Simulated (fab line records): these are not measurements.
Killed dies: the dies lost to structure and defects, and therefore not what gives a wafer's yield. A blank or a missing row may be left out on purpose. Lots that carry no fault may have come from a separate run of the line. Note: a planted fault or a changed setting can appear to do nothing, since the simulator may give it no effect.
Matching of chambers	flow n5_finfet	N5_FIN_SAQP_MANDREL2_REMOVE_60 on rie_si-05 has 4 sister chambers
The step chemistry HBr/Cl2/O2, target a-Si, stops on SiNx, bt time 10 s. 8 wafers are shown with their chamber, then 7 later ones without.

## WAFERS PAIRED WITH THEIR CHAMBERS
wafer	chamber	drypump_motor_current_A (A)	oes_product_au (a.u.)
L084.1	2	5.75	0.965
L084.2	3	5.45	0.989
L084.3	0	5.57	1.008
L085.2	0	5.55	0.999
L085.3	1	4.79	0.978
L085.6	3	5.43	0.978
L087.1	1	4.83	0.982
L087.2	2	5.74	0.988

## WAFERS WITH NO CHAMBER GIVEN
wafer	drypump_motor_current_A (A)	oes_product_au (a.u.)
L087.5	5.59	1.014
L088.3	5.75	0.975
L088.4	5.45	0.989
L088.6	5.45	0.989
L091.1	4.80	0.980
L091.4	5.43	0.994
L091.5	5.57	1.007

## EACH ONE'S CHAMBER
wafer	from the rows above	in truth
L087.5	0	0
L088.3	2	2
L088.4	3	3
L088.6	3	3
L091.1	1	1
L091.4	3	3
L091.5	0	0
Placed correctly: 7 of 7. Left unplaced by these rows: 0. 0 placed wrongly.
How it was worked out, from the rows above alone: a wafer's distance from a chamber is the root of the sum, over the readings, of the square of ((its reading less the chamber's mean) divided by the reading's scatter). If the next closest chamber is less than 2 further off than the closest, the wafer can't be placed; otherwise it belongs to the closest. For every chamber, the mean is computed from those of its wafers that are shown. The scatter: take each reading less its chamber's mean, square it, sum over the shown wafers, divide by the number of wafers less the number of chambers, and take the root.
